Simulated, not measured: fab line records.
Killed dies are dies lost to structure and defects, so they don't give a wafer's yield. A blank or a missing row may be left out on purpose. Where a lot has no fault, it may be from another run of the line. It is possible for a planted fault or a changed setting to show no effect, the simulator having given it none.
fab line records	flow nand-harc	part 2 of 2: steps 21 to 31 of 31
record lots=5	wafers=15	last-day=24
route steps=1159 shown A_STAIRCASE@571
lots that met no fault: taken from a fault-free run of the same line
start-h: start of the lot's first displayed wafer, in hours after the record's first day	wait-h: hours from the lot's prior step to this one	" identical to the entry in the row above	L1.1+2: several wafers, shown together as one row	- no value present, or no start provided	* or withheld: withheld	< > ~ a bound
route shown NAME@n: NAME is a module with steps in the file, n the number in the route of the first one	usual: mean/standard deviation taken from wafers without a fault	same: alike in all rows	chamber/n: place in a boat	sites: per-site readings	_std_site: how widely they spread, as a standard deviation	_edge_site: mean of outer sites minus mean of inner sites	radius-mm: for every site, how far away it sits from the centre of the wafer	mask NAME#n: copy n	behind: tool/chamber where the wafer was last shaped	hold: what put the lot on hold/how long, in hours/how the hold closed	device: names the non-switching transistor (n, p or np)	end of line: the same wafers' tests at the end of the route	a step given without rows: its recipe and nothing more	killed: the dies lost at the first sort to structure and to defects; this is not the yield of the wafer	map: a wafer's dies, x killed, . not, _ none there
set.NAME: setting as actually run; set.NAME@STEP: the setting as run at that earlier step	model.NAME: the simulator's own value behind a step, which no gauge read
lots seen at some steps along the route; tables by step, rows by wafer
services: the hour from which a tool's chamber was out of use, counted from the record's first day as start-h (under 0 if before that day), plus the number of hours and why
## steps
# step NHARC_A_STAIRCASE_ETCH_199
# recipe target-depth-a=1000	time-s=40.5	ion-energy-ev=400	c4f8-flow-sccm=20	o2-flow-sccm=10	ar-flow-sccm=withheld	rf-w=600	bias-w=1000	chemistry=C4F8/O2
# usual oes-product-au=0.941/0.014	rf-vpp-V=897/5.5
lot.wafer	tool	chamber	start-h	wait-h	oes-product-au	rf-hours-counter-h	rf-vpp-V
L076.2	rie-diel-01	2	-	-	0.934	36	894
L076.1	"	3	"	"	0.948	36	899
L076.6	"	2	"	"	0.926	-	895
L081.2	rie-diel-08	0	-	-	0.914	59	897
L081.1	"	1	"	"	0.951	58	894
L081.5	"	2	"	"	0.951	-	886
L082.4	rie-diel-02	1	-	-	0.912	35	889
L082.1	"	3	"	"	0.920	49	891
L082.5	"	2	"	"	0.929	-	898
L090.4	rie-diel-01	0	-	-	0.922	3	906
L090.1	"	2	"	"	0.898	4	893
L090.5	"	1	"	"	0.933	-	898
L097.3	rie-diel-02	3	-	-	0.951	14	889
L097.2	"	0	"	"	0.961	14	905
L097.5	"	3	"	"	0.950	-	889
# step NHARC_A_STAIRCASE_TRIM_200
# recipe time-s=211.2	o2-flow-sccm=500	ar-flow-sccm=0	bias-w=0	chemistry=O2
# usual drypump-motor-current-A=5.6/0.53	oes-product-au=0.998/0.011	rf-vpp-V=57.8/0.89	showerhead-plenum-p-Torr=3.56/0.15	throttle-valve-pct=17.039/0.0081
lot.wafer	tool	chamber	start-h	wait-h	drypump-motor-current-A	oes-product-au	rf-hours-counter-h	rf-vpp-V	showerhead-plenum-p-Torr	throttle-valve-pct
L076.2	rie-diel-01	0	-	-	6.0	0.992	36	58.7	3.79	17.046
L076.1	"	2	"	"	5.5	1.006	36	58.4	3.50	17.052
L076.6	"	0	"	"	6.0	0.993	-	58.4	3.79	17.051
L081.1	rie-diel-08	0	-	-	5.6	0.981	59	56.5	3.60	17.026
L081.2	"	2	"	"	5.6	0.991	57	56.2	3.27	17.037
L081.5	"	1	"	"	5.2	0.997	-	57.9	3.45	17.024
L082.4	rie-diel-02	3	-	-	6.6	0.996	50	58.2	3.38	17.035
L082.1	"	2	"	"	6.5	0.992	41	58.3	3.60	17.049
L082.5	"	0	"	"	4.9	0.998	-	57.6	3.78	17.053
L090.4	rie-diel-01	3	-	-	5.0	0.996	4	57.4	3.60	17.044
L090.1	"	0	"	"	6.0	0.984	3	58.8	3.77	17.044
L090.5	"	1	"	"	5.7	1.010	-	57.7	3.53	17.040
L097.2	rie-diel-02	0	-	-	4.9	1.005	14	57.2	3.77	17.030
L097.3	"	2	"	"	6.5	0.996	13	57.7	3.59	17.042
L097.5	"	1	"	"	5.2	0.980	-	58.6	3.33	17.045
# step NHARC_A_STAIRCASE_ETCH_201
# recipe target-depth-a=1000	time-s=40.5	ion-energy-ev=400	c4f8-flow-sccm=20	o2-flow-sccm=10	ar-flow-sccm=withheld	rf-w=600	bias-w=1000	chemistry=C4F8/O2
# usual oes-product-au=0.939/0.011	rf-vpp-V=897/5.7
lot.wafer	tool	chamber	start-h	wait-h	oes-product-au	rf-hours-counter-h	rf-vpp-V
L076.2	rie-diel-01	1	-	-	0.942	37	897
L076.1	"	2	"	"	0.941	36	895
L076.6	"	1	"	"	0.946	-	897
L081.2	rie-diel-08	3	-	-	0.954	61	900
L081.1	"	0	"	"	0.924	59	899
L081.5	"	3	"	"	0.947	-	900
L082.1	rie-diel-02	2	-	-	0.946	41	898
L082.4	"	0	"	"	0.935	49	905
L082.5	"	3	"	"	0.928	-	891
L090.1	rie-diel-01	0	-	-	0.924	3	905
L090.4	"	3	"	"	0.940	4	900
L090.5	"	0	"	"	0.915	-	904
L097.3	rie-diel-02	0	-	-	0.936	14	904
L097.2	"	1	"	"	0.914	12	888
L097.5	"	1	"	"	0.922	-	886
# step NHARC_A_STAIRCASE_TRIM_202
# recipe time-s=211.2	o2-flow-sccm=500	ar-flow-sccm=0	bias-w=0	chemistry=O2
# usual drypump-motor-current-A=5.6/0.52	oes-product-au=0.998/0.011	rf-vpp-V=58.0/0.95	showerhead-plenum-p-Torr=3.56/0.15	throttle-valve-pct=17.038/0.0087
lot.wafer	tool	chamber	start-h	wait-h	drypump-motor-current-A	oes-product-au	rf-hours-counter-h	rf-vpp-V	showerhead-plenum-p-Torr	throttle-valve-pct
L076.1	rie-diel-01	3	-	-	5.0	1.018	36	58.7	3.62	17.044
L076.2	"	0	"	"	6.0	1.003	37	56.2	3.79	17.027
L076.6	"	3	"	"	5.0	1.016	-	57.8	3.61	17.028
L081.2	rie-diel-08	0	-	-	5.6	0.980	61	57.1	3.60	17.050
L081.1	"	1	"	"	5.2	1.008	59	58.3	3.45	17.031
L081.5	"	0	"	"	5.5	0.982	-	57.7	3.60	17.032
L082.4	rie-diel-02	2	-	-	6.5	1.008	41	58.0	3.60	17.041
L082.1	"	3	"	"	6.6	0.991	50	57.2	3.38	17.031
L082.5	"	1	"	"	5.2	0.976	-	59.1	3.34	17.054
L090.1	rie-diel-01	1	-	-	5.6	1.012	4	58.4	3.53	17.036
L090.4	"	3	"	"	5.0	0.988	4	56.9	3.60	17.038
L090.5	"	1	"	"	5.7	1.014	-	56.9	3.53	17.020
L097.2	rie-diel-02	1	-	-	5.2	0.984	13	57.7	3.33	17.038
L097.3	"	3	"	"	6.6	1.006	14	57.3	3.36	17.043
L097.5	"	1	"	"	5.2	0.988	-	56.3	3.33	17.031
# step NHARC_A_STAIRCASE_ETCH_203
# recipe target-depth-a=1000	time-s=40.5	ion-energy-ev=400	c4f8-flow-sccm=20	o2-flow-sccm=10	ar-flow-sccm=withheld	rf-w=600	bias-w=1000	chemistry=C4F8/O2
# usual oes-product-au=0.941/0.013	rf-vpp-V=897/5.5
lot.wafer	tool	chamber	start-h	wait-h	oes-product-au	rf-hours-counter-h	rf-vpp-V
L076.1	rie-diel-01	1	-	-	0.963	37	896
L076.2	"	3	"	"	0.937	36	899
L076.6	"	0	"	"	0.940	-	904
L081.2	rie-diel-08	3	-	-	0.954	63	900
L081.1	"	0	"	"	0.934	61	897
L081.5	"	2	"	"	0.945	-	886
L082.4	rie-diel-02	3	-	-	0.948	50	891
L082.1	"	2	"	"	0.943	41	898
L082.5	"	0	"	"	0.949	-	905
L090.1	rie-diel-01	0	-	-	0.909	4	907
L090.4	"	3	"	"	0.918	5	899
L090.5	"	0	"	"	0.921	-	905
L097.2	rie-diel-02	0	-	-	0.939	14	902
L097.3	"	1	"	"	0.913	13	890
L097.5	"	2	"	"	0.938	-	898
# step NHARC_A_STAIRCASE_STRIP_205
# recipe power-w=1500	temp-c=250	chemistry=O2
# usual drypump-motor-current-A=5.5/0.43	heater-power-w=375/36
lot.wafer	tool	chamber	start-h	wait-h	drypump-motor-current-A	heater-power-w	rf-hours-counter-h
L076.2	plasma-asher-02	1	258.93	0.1	5.2	421	23
L076.1	"	0	"	"	6.1	368	23
L076.6	"	1	"	"	5.2	426	-
L081.1	plasma-asher-02	1	290.72	0.6	5.2	425	35
L081.2	"	0	"	"	6.1	370	35
L081.5	"	0	"	"	6.2	370	-
L082.1	plasma-asher-02	0	291.05	0.8	6.1	368	35
L082.4	"	1	"	"	5.2	429	-
L082.5	"	0	"	"	6.2	367	-
L090.1	plasma-asher-01	1	333.51	0.1	5.1	320	14
L090.4	"	1	"	"	5.1	318	-
L090.5	"	0	"	"	5.3	376	-
L097.2	plasma-asher-01	1	384.65	0.1	5.1	318	34
L097.3	"	1	"	"	5.1	314	-
L097.5	"	0	"	"	5.3	372	-
# step NHARC_A_STAIRCASE_STRIP_206
# recipe time-s=900	temp-c=130	chemistry=SPM
lot.wafer	tool	chamber	start-h	wait-h
L076.1+2+6	wet-bench-07	4,5,7	259.30	0.3
L081.2+5+1	wet-bench-04	2,5,7	291.07	0.3
L082.5+4+1	wet-bench-04	4,7,0	291.35	0.1
L090.4+1+5	wet-bench-07	7,0,3	333.87	0.2
L097.5+3+2	wet-bench-09	5,0,2	384.95	0.1
# step NHARC_A_STAIRCASE_PRECLEAN_207
# recipe time-s=*	temp-c=50	bath-age-min=0	chemistry=SC1
lot.wafer	tool	chamber	start-h	wait-h
L076.1+2+6	wet-bench-07	4,5,7	-	-
L081.2+5+1	wet-bench-04	2,5,7	-	-
L082.5+4+1	wet-bench-04	4,7,0	-	-
L090.4+1+5	wet-bench-07	7,0,3	-	-
L097.5+3+2	wet-bench-09	5,0,2	-	-
# step NHARC_A_STAIRCASE_SRD_208
lot.wafer	tool	chamber	start-h	wait-h
L076.1+2+6	wet-bench-07	4,5,7	-	-
L081.2+5+1	wet-bench-04	2,5,7	-	-
L082.5+4+1	wet-bench-04	4,7,0	-	-
L090.4+1+5	wet-bench-07	7,0,3	-	-
L097.5+3+2	wet-bench-09	5,0,2	-	-
# step NHARC_A_STAIRCASE_DEHYDRATE_209
# recipe temp-c=150	time-s=120
lot.wafer	tool	chamber	start-h	wait-h
L076.1+2+6	litho-track-02	0	259.74	-
L081.1+2+5	litho-track-02	0	291.52	-
L082.1+4+5	litho-track-07	0	291.81	-
L090.1+4+5	litho-track-02	0	334.32	-
L097.2+3+5	litho-track-02	0	385.40	-
# step NHARC_A_STAIRCASE_HMDS_210
# recipe time-s=30
lot.wafer	tool	chamber	start-h	wait-h
L076.1+2+6	litho-track-02	0	-	-
L081.1+2+5	litho-track-02	0	-	-
L082.1+4+5	litho-track-07	0	-	-
L090.1+4+5	litho-track-02	0	-	-
L097.2+3+5	litho-track-02	0	-	-
## services
tool	chamber	start-h	hours	kind
litho-track-05	-	237.00	7.0	pm
rie-diel-01	3	240.27	4.8	repair
rie-diel-01	2	241.03	3.9	repair
rie-diel-01	0	246.06	-	clean
rie-diel-01	1	246.06	-	clean
rie-diel-02	1	250.78	36.2	repair
krf-scanner-01	-	258.01	4.0	pm
wet-bench-07	-	272.01	8.0	pm
krf-scanner-02	-	275.28	0.7	repair
plasma-asher-01	-	283.13	9.0	pm
wet-bench-09	-	288.80	8.0	pm
rie-diel-08	-	301.86	9.0	pm
rie-diel-02	0	307.41	9.1	repair
krf-scanner-02	-	314.87	0.2	repair
rie-diel-01	-	315.37	9.0	pm
rie-diel-02	-	327.83	9.0	pm
wet-bench-04	-	339.20	8.0	pm
krf-scanner-03	-	340.00	4.0	pm
litho-track-02	-	340.00	7.0	pm
rie-diel-01	2	340.21	7.5	repair
plasma-asher-02	-	360.58	9.0	pm
litho-track-07	-	364.00	7.0	pm
wet-bench-04	-	364.34	1.2	repair
krf-scanner-02	-	382.00	4.0	pm
